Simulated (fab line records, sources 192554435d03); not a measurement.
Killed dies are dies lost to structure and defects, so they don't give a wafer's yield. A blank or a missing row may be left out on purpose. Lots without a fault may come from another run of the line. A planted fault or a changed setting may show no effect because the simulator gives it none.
fab line records | flow n5_finfet
record lots=5 wafers=15 last_day=21
route steps=1938 shown WELL_APT@20 PMOS_HMC_CHANNEL_EPI@57 BEOL_M4@1111 PASSIVATION@1936
lots that met no fault: from a run of the same line without faults
start_h: hours from the record's first day to the start of the lot's first wafer shown | wait_h: hours since the lot's step before | " the same as in the row above | L1.1+2: a row that stands for several wafers | - no value, or no start given | * or withheld: withheld | < > ~ a bound
route shown NAME@n: a module of which the file shows steps, and the number in the route of the first | usual: mean/standard deviation of fault-free wafers | same: alike in all rows | chamber/n: place in a boat | sites: the reading at each site | _std_site: their standard deviation | _edge_site: outer sites' mean less inner sites' | radius_mm: how far each site lies from the wafer's centre | mask NAME#n: copy n | behind: the tool/chamber that last shaped the wafer | hold: why the lot was held/for how many hours/how that ended | device: the transistor (n, p or np) that didn't switch | end of line: the same wafers' tests at the end of the route | a step without rows: its recipe alone | killed: dies lost to structure and defects at the first sort, not the wafer's yield | map: a wafer's dies, x killed, . not, _ none there
set.NAME: the setting as run; set.NAME@STEP: as run at that earlier step | model.NAME: the simulator's own value behind a step, which no gauge read
lots at some steps of the route; a table a step, a row a wafer
services: from which hour (start_h, from the record's first day; less than 0 if before it) a tool's chamber was out of use, for how many hours, and why
## steps
# step N5_WELL_APT_HMDS_01
# recipe time_s=60 temp_c=120
# step N5_WELL_APT_COAT_02
# recipe spin_rpm=1357 resist_thk_nm=950
# step N5_WELL_APT_EBR_04
# recipe solvent=PGMEA ebr_width_mm=1.5
# step N5_WELL_APT_SOFTBAKE_03
# recipe temp_c=130 time_s=60
# step N5_WELL_APT_EXPOSE_05
# recipe mask_id=NWELL na=0.8 source_shape=conventional sigma_outer=0.8 polarization=unpolarized defocus_nm=0 target_cd_nm=200 dose_mj=20.3
# step N5_WELL_APT_PEB_06
# recipe peb_temp_c=130 peb_time_s=90
# step N5_WELL_APT_DEVELOP_07
# recipe develop_time_s=45 rinse_liquid=surfactant_rinse dry=air_spin dev_temp_c=21
# step N5_WELL_APT_HARDBAKE_12
# recipe temp_c=130 time_s=120
# step N5_WELL_APT_DESCUM_13
# recipe chemistry=O2 time_s=7.9 source_power_w=50 bias_power_w=20 pressure_mtorr=20 rf_frequency_hz=2.712e+07 temp_c=40 o2_flow_sccm=225
# step N5_WELL_APT_IMPLANT_14
# recipe species=P energy_kev=160 dose_cm2=1.5e+13 tilt_deg=0 rotation_deg=0
# usual dose_ions_cm2=1.4997e+13/1.5e+10 faraday_current_uA=190/3.9
# columns lot.wafer tool chamber start_h wait_h dose_ions_cm2 faraday_current_uA
L327.1 implanter-02 0 67.99 0.1 1.4993e+13 191
L327.4 " 0 " " 1.4993e+13 193
L327.5 " 0 " " 1.5011e+13 195
L330.1 implanter-02 0 85.79 0.1 1.7517e+13 221
L330.5 " 0 " " 1.7544e+13 212
L330.6 " 0 " " 1.7539e+13 221
L333.3 implanter-02 0 104.17 0.1 1.7541e+13 235
L333.5 " 0 " " 1.7537e+13 226
L333.6 " 0 " " 1.7547e+13 217
L334.1 implanter-02 0 110.01 0.1 1.7537e+13 216
L334.2 " 0 " " 1.7529e+13 218
L334.5 " 0 " " 1.7557e+13 225
L341.1 implanter-01 0 152.04 0.1 1.4982e+13 191
L341.2 " 0 " " 1.4992e+13 186
L341.3 " 0 " " 1.5019e+13 183
# step N5_WELL_APT_IMPLANT_15
# recipe species=As energy_kev=25 dose_cm2=1.5e+13 tilt_deg=0 rotation_deg=0
# step N5_WELL_APT_STRIP_16
# recipe chemistry=SPM time_s=900 temp_c=130 h2so4_h2o2_vol_ratio=4 dry=ipa_marangoni
# step N5_WELL_APT_HMDS_18
# recipe time_s=60 temp_c=120
# step N5_WELL_APT_COAT_19
# recipe spin_rpm=1357 resist_thk_nm=950
# step N5_WELL_APT_EBR_21
# recipe solvent=PGMEA ebr_width_mm=1.5
# step N5_WELL_APT_SOFTBAKE_20
# recipe temp_c=130 time_s=60
# step N5_WELL_APT_EXPOSE_22
# recipe mask_id=PWELL na=0.8 source_shape=conventional sigma_outer=0.8 polarization=unpolarized defocus_nm=0 target_cd_nm=200 dose_mj=23.2
# step N5_WELL_APT_PEB_23
# recipe peb_temp_c=130 peb_time_s=90
# step N5_WELL_APT_DEVELOP_24
# recipe develop_time_s=45 rinse_liquid=surfactant_rinse dry=air_spin dev_temp_c=21
# step N5_WELL_APT_HARDBAKE_29
# recipe temp_c=130 time_s=120
# step N5_WELL_APT_DESCUM_30
# recipe chemistry=O2 time_s=7.9 source_power_w=50 bias_power_w=20 pressure_mtorr=20 rf_frequency_hz=2.712e+07 temp_c=40 o2_flow_sccm=225
# step N5_WELL_APT_IMPLANT_31
# recipe species=B energy_kev=60 dose_cm2=1.5e+13 tilt_deg=0 rotation_deg=0
# step N5_WELL_APT_IMPLANT_32
# recipe species=BF2 energy_kev=50 dose_cm2=2e+13 tilt_deg=0 rotation_deg=0
# step N5_WELL_APT_STRIP_33
# recipe chemistry=SPM time_s=900 temp_c=130 h2so4_h2o2_vol_ratio=4 dry=ipa_marangoni
# step N5_WELL_APT_RTA_34
# recipe temp_c=1000 time_s=10 ambient=N2 idle_temp_c=600 ramp_up_c_per_s=150 ramp_down_c_per_s=60 cool_to_c=600
# step N5_WELL_APT_OXIDE_STRIP_42
# recipe chemistry=dHF dilution=25:1 time_s=45 temp_c=25 target=SiO2 target_depth_a=120
# step N5_WELL_APT_PRECLEAN_36
# recipe chemistry=O3/DIW time_s=45 temp_c=22 o3_ppm=10
# step N5_WELL_APT_PRECLEAN_39
# recipe chemistry=dHF time_s=60 dilution=150:1 temp_c=25
# step N5_WELL_APT_SRD_37
# recipe dry=ipa_marangoni do_ppb=5 time_s=30 temp_c=23 rinse_liquid=diw
# step N5_WELL_APT_EPI_41
# recipe material=Si target_thk_a=500 temp_c=650 precursor=SiH4/H2 pressure_torr=20 time_s=297.7
# step N5_PMOS_HMC_CHANNEL_EPI_HM_DEP_34
# recipe material=SiO2 target_thk_a=360 temp_c=400 precursor=TEOS/O2 pressure_torr=6.5 rf_w=900 teos_flow_sccm=161.4 gas=O2 flow_sccm=2650 time_s=6.9
# step N5_PMOS_HMC_CHANNEL_EPI_COAT_31
# recipe resist=BARC temp_c=205 time_s=60 spin_rpm=1500 resist_thk_nm=66
# step N5_PMOS_HMC_CHANNEL_EPI_COAT_03
# recipe resist=CAR-ArF-block spin_rpm=1500 resist_thk_nm=205
# step N5_PMOS_HMC_CHANNEL_EPI_EBR_05
# recipe solvent=PGMEA ebr_width_mm=1.5
# step N5_PMOS_HMC_CHANNEL_EPI_SOFTBAKE_04
# recipe temp_c=110 time_s=60 resist=CAR-ArF-block
# step N5_BEOL_M4_RC_MEAS_101
# usual DIBL_N=36.1/2.3 DIBL_P=36/3.2 IOFF_N=0.16/0.045 IOFF_P=0.21/0.049 ION_N=674/14 ION_P=462/8.4 RS_NWELL=1037/6.8 SS_N=71.6/0.83 SS_P=73.2/0.87 VT_N=249/3.8 VT_P=-250/3.4
# columns lot.wafer tool chamber start_h wait_h DIBL_N[mV/V] DIBL_P[mV/V] IOFF_N[nA/um] IOFF_P[nA/um] ION_N[uA/um] ION_P[uA/um] RS_NWELL[ohm/sq] SS_N[mV/dec] SS_P[mV/dec] VT_N[mV] VT_P[mV]
L330.1 prober-02 0 297.13 0.0 32.9 32 0.10 0.15 648 454 953 70.0 72.0 254 -256
L330.5 " 0 " " 35.3 35 0.13 0.18 676 466 946 71.2 72.4 253 -250
L330.6 " 0 " " 38.4 37 0.19 0.23 682 469 951 71.9 73.2 249 -250
L327.1 prober-01 0 313.45 0.0 33.5 33 0.12 0.18 649 449 1044 71.8 73.2 255 -251
L327.4 " 0 " " 31.5 31 0.10 0.15 663 462 1037 69.8 72.0 255 -253
L327.5 " 0 " " 32.1 31 0.10 0.15 642 447 1044 71.7 72.7 258 -252
L334.1 prober-01 0 329.43 0.0 38.8 39 0.21 0.25 685 463 942 72.1 74.5 247 -249
L334.2 " 0 " " 36.9 37 0.18 0.22 684 468 956 71.4 73.0 245 -251
L334.5 " 0 " " 35.9 35 0.16 0.19 676 459 953 71.5 73.4 249 -253
L333.3 prober-01 0 345.01 0.3 38.0 39 0.21 0.23 681 458 958 72.3 73.6 245 -250
L333.5 " 0 " " 40.4 42 0.27 0.27 700 467 958 72.8 74.4 240 -249
L333.6 " 0 " " 35.0 35 0.14 0.18 661 450 955 70.6 72.9 251 -252
L341.1 prober-01 0 393.78 0.0 34.9 36 0.14 0.20 675 466 1044 71.4 73.1 251 -250
L341.2 " 0 " " 38.5 40 0.20 0.25 690 463 1040 72.2 73.7 248 -248
L341.3 " 0 " " 39.8 41 0.23 0.28 678 463 1039 73.0 74.4 249 -249
# step N5_PASSIVATION_PROBE_49
# usual defect_limited_yield=90.9/1.6 killed_at_M0_to_M3=37/11 killed_at_M4_up=15/5.6 killed_at_contacts=13/6.4 killed_at_front_end=39/11 killed_at_other=4/3.1 killed_dies=107/19 killed_open=71/14 killed_short=34/7.8 sort_bin_5_function=5.3/1 sort_bin_6_memory=3.4/0.72 sort_bin_8_speed=0.0/0.42 sort_n_pass=1072/20 sort_yield_pct=90.9/1.7
# same gross_dies=1180 killed_at_back_side=0 sort_bin_4_leakage[%]=0
# columns lot.wafer tool chamber start_h wait_h defect_limited_yield[%] killed_at_M0_to_M3 killed_at_M4_up killed_at_contacts killed_at_front_end killed_at_other killed_dies killed_open killed_short sort_bin_5_function[%] sort_bin_6_memory[%] sort_bin_8_speed[%] sort_n_pass sort_yield_pct[%]
L334.1 prober-01 - 447.75 0.0 90.6 34 14 22 39 2 111 69 40 4.9 3.8 0 1069 90.6
L334.2 prober-01 - 447.80 0.1 93.2 26 8 14 27 5 80 55 24 3.5 3.0 0 1100 93.2
L334.5 prober-01 - 447.95 0.2 92.5 27 9 22 29 1 88 52 35 4.7 2.2 0 1092 92.5
# killed by level:class
L334.1 MOL_CONTACT_COAG:geometric_particle:open=14 FIN_SAQP:geometric_particle:open=10 BEOL_M0_SAQP:geometric_particle:open=9 BEOL_M1:geometric_particle:open=8 FIN_SAQP:geometric_particle:short=7 MOL_CONTACT_COAG:geometric_particle:short=7 BEOL_M4:geometric_particle:open=6 BEOL_M0_SAQP:geometric_particle:short=5
L334.2 MOL_CONTACT_COAG:geometric_particle:open=10 STI_FIN_REVEAL:geometric_particle:open=7 BEOL_M0_SAQP:geometric_particle:open=7 BEOL_M4:geometric_particle:open=7 GATE_CUT:geometric_particle:open=6 BEOL_M2:geometric_particle:open=5 BEOL_M0_SAQP:geometric_particle:short=4 MOL_CONTACT_COAG:geometric_particle:short=3
L334.5 MOL_CONTACT_COAG:geometric_particle:open=16 BEOL_M0_SAQP:geometric_particle:short=8 BEOL_M3:geometric_particle:open=7 STI_FIN_REVEAL:geometric_particle:open=6 DUMMY_GATE:geometric_particle:open=5 MOL_CONTACT_COAG:geometric_particle:short=5 DUMMY_GATE:geometric_particle:short=4 BEOL_M0_SAQP:geometric_particle:open=4
## services
# columns tool chamber start_h hours kind
implanter-01 - 51.19 0.6 repair
implanter-01 - 51.97 1.6 repair
implanter-01 - 53.57 4.5 pm
implanter-01 - 59.62 9.3 repair
implanter-01 - 126.33 2.5 pm
## key
first_sign step=N5_WELL_APT_IMPLANT_14 reading=dose_ions_cm2 direction=up sigmas=99+ usual=1.4997e+13 struck=1.7539e+13
effect step=N5_WELL_APT_IMPLANT_14 reading=faraday_current_uA direction=up sigmas=7.9 usual=190 struck=221
effect step=N5_BEOL_M4_RC_MEAS_101 reading=RS_NWELL direction=down sigmas=12 usual=1037 struck=953
met_at N5_WELL_APT_IMPLANT_14
struck_wafers L330.1,L330.5,L330.6,L333.3,L333.5,L333.6,L334.1,L334.2,L334.5
onset_between 67.99 85.79
fault kind=process_parameter_drift tool=implanter-02 chamber=- onset_h=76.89 steps=N5_WELL_APT_IMPLANT_14 channel=dose_cm2 offset=2.5509e+12 shape=step end_h=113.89 acts_in=these_recipes_only stated=1.5e+13
